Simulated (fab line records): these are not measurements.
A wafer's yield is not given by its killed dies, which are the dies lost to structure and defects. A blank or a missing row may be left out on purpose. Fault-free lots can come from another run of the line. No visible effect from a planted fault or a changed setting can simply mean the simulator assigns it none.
Split-lot trial	flow n5 finfet	on a route of 1938 steps: 7 lots, 21 wafers read

== ON THE SPLIT ==
At N5_BEOL_M10_EXPOSE_08 (exposes mask M10), the setting dose mj was moved away from the recipe's 53.75 on 5 of the 21 wafers read, by -4.8% to +6.1%. This setting was run at the recipe's value on the other wafers.

== FROM THE SPLIT TO THE READING: what the file shows between them, 19 steps ==
- N5_BEOL_M10_PEB_09: peb time 60 s
- N5_BEOL_M10_DEVELOP_10: develop time 30 s
- N5_BEOL_M10_CD_MEAS_11: target cd 64.1 nm
- N5_BEOL_M10_DESCUM_16: chemistry O2, time 7.9 s
- N5_BEOL_M10_ETCH_61: etches SiARC in CF4, target depth 39 nm, time 65 s
- N5_BEOL_M10_ETCH_62: etches SOC in N2/H2, target depth 110 nm, overetch 22 nm, time 165 s
- N5_BEOL_M10_STRIP_68: strips in N2/H2
- N5_BEOL_M10_STRIP_67: strips in CF4
- N5_BEOL_M10_HM_OPEN_17: chemistry Cl2/BCl3, target TiN, target depth 20 nm, overetch 6 nm
- N5_BEOL_M10_STRIP_19: strips in O2
- N5_BEOL_M10_CD_MEAS_18: pitch 140 nm, target cd 70 nm
- N5_BEOL_M10_TRENCH_ETCH_37: etches SiCOH lowk in C4F6/O2, target depth 148.83 nm, time 48 s (also split here: time s)
- N5_BEOL_M10_ETCH_41: etches SiCN in CH3F/O2, target depth 42.6 nm, time 86 s
- N5_BEOL_M10_STRIP_77: strips in N2/H2, time 10 s
- N5_BEOL_M10_OCD_MEAS_38
- N5_BEOL_M10_HM_STRIP_39: strips TiN in peroxide tin strip, target depth 25 nm, time 158 s
- N5_BEOL_M10_SRD_40: time 30 s
- N5_BEOL_M10_PRECLEAN_42: cleans in residue remover, time 60 s
- N5_BEOL_M10_SRD_43: time 30 s

== THE READING ==
cd nm (nm) at N5_BEOL_M10_CD_MEAS_35, where the cd target is 70 nm. A value of 69.8 nm with a standard deviation of 0.64 nm is what fault-free wafers of this fab line usually give.

wafer	tool, chamber at the split	dose mj as run	against the recipe	cd nm, nm	against lot-mates on the recipe
L076.1	arfi scanner-01, 0	53.75	recipe	69.8	-
L076.5	arfi scanner-01, 0	55.07	+2.5%	71.4	+1.6
L076.6	arfi scanner-01, 0	53.75	recipe	69.9	-
L077.2	arfi scanner-03, 0	56.31	+4.8%	71.6	+2.2
L077.4	arfi scanner-03, 0	53.75	recipe	69.3	-
L077.6	arfi scanner-03, 0	53.75	recipe	69.6	-
L079.2	arfi scanner-01, 0	53.75	recipe	69.8	-
L079.3	arfi scanner-01, 0	57.03	+6.1%	72.9	+3.4
L079.4	arfi scanner-01, 0	53.75	recipe	69.2	-
L086.2	arfi scanner-02, 0	53.75	recipe	69.3	-
L086.4	arfi scanner-02, 0	53.75	recipe	70.3	-
L086.6	arfi scanner-02, 0	53.75	recipe	69.6	-
L085.2	arfi scanner-01, 0	53.75	recipe	69.7	-
L085.3	arfi scanner-01, 0	53.75	recipe	69.0	-
L085.4	arfi scanner-01, 0	51.88	-3.5%	67.1	-2.2
L088.2	arfi scanner-02, 0	51.18	-4.8%	67.9	-1.8
L088.5	arfi scanner-02, 0	53.75	recipe	69.7	-
L088.6	arfi scanner-02, 0	53.75	recipe	69.8	-
L096.1	arfi scanner-03, 0	53.75	recipe	69.2	-
L096.2	arfi scanner-03, 0	53.75	recipe	68.2	-
L096.4	arfi scanner-03, 0	53.75	recipe	69.2	-

THE FIT
A straight line over all 21 wafers: cd nm changes by +0.508 nm for each +1% of dose mj; r = +0.91; the points scatter about the line by 0.52 nm.
The same after taking each lot's own level away (the mean of its wafers on the recipe; 21 wafers): +0.509 nm for each +1%; r = +0.96; scatter 0.36 nm.
On that fit, the largest move of dose mj shifts the reading by 3.1 nm.
The lots' own levels span 68.87 to 69.85 nm, that is 1.5 times the standard deviation above.
So the lot-to-lot level changes the slope little: the two slopes agree.
Check: +2.95 nm against its lot-mates is what the line predicts for one of the wafers moved furthest among these (+6.1%) when that wafer is left out of the fit. Against them it came out at +3.4 nm.

== OTHER SPLITS ON THESE WAFERS ==
Note: prior to the reading, these wafers also went through further splits. Each is held against what the fit with the lots' levels taken away leaves over:
other split on the same wafers	wafers away from the commonest value	r with cd nm (lot level and that fit taken away)
N5_BEOL_M10_TRENCH_ETCH_37 time s	8	+0.31

== THE WHOLE CHAIN: every reading that the file lists as answering this split, in the file's order ==
step	what it does	reading	change (the file's fit)	r (the file's)
N5_BEOL_M10_CD_MEAS_11	target cd 64.1 nm	cd nm	+0.527 nm for each +1% of the setting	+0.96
N5_BEOL_M10_ETCH_61	etches SiARC in CF4, target depth 39 nm, time 65 s	BEOL_M10.cd offset nm (the simulator's own value, which no gauge read)	+0.529 nm for each +1% of the setting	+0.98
N5_BEOL_M10_ETCH_62	etches SOC in N2/H2, target depth 110 nm, overetch 22 nm, time 165 s	BEOL_M10.cd offset nm (the simulator's own value, which no gauge read)	+0.55 nm for each +1% of the setting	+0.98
N5_BEOL_M10_HM_OPEN_17	chemistry Cl2/BCl3, target TiN, target depth 20 nm, overetch 6 nm	BEOL_M10.cd offset nm (the simulator's own value, which no gauge read)	+0.558 nm for each +1% of the setting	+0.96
N5_BEOL_M10_CD_MEAS_18	pitch 140 nm, target cd 70 nm	cd nm	+0.559 nm for each +1% of the setting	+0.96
N5_BEOL_M10_CD_MEAS_35	target cd 70 nm	cd nm	+0.512 nm for each +1% of the setting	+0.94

== THE FILE'S OWN FIT ==
cd nm changes by +0.512 nm for each +1% of dose mj, r = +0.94.
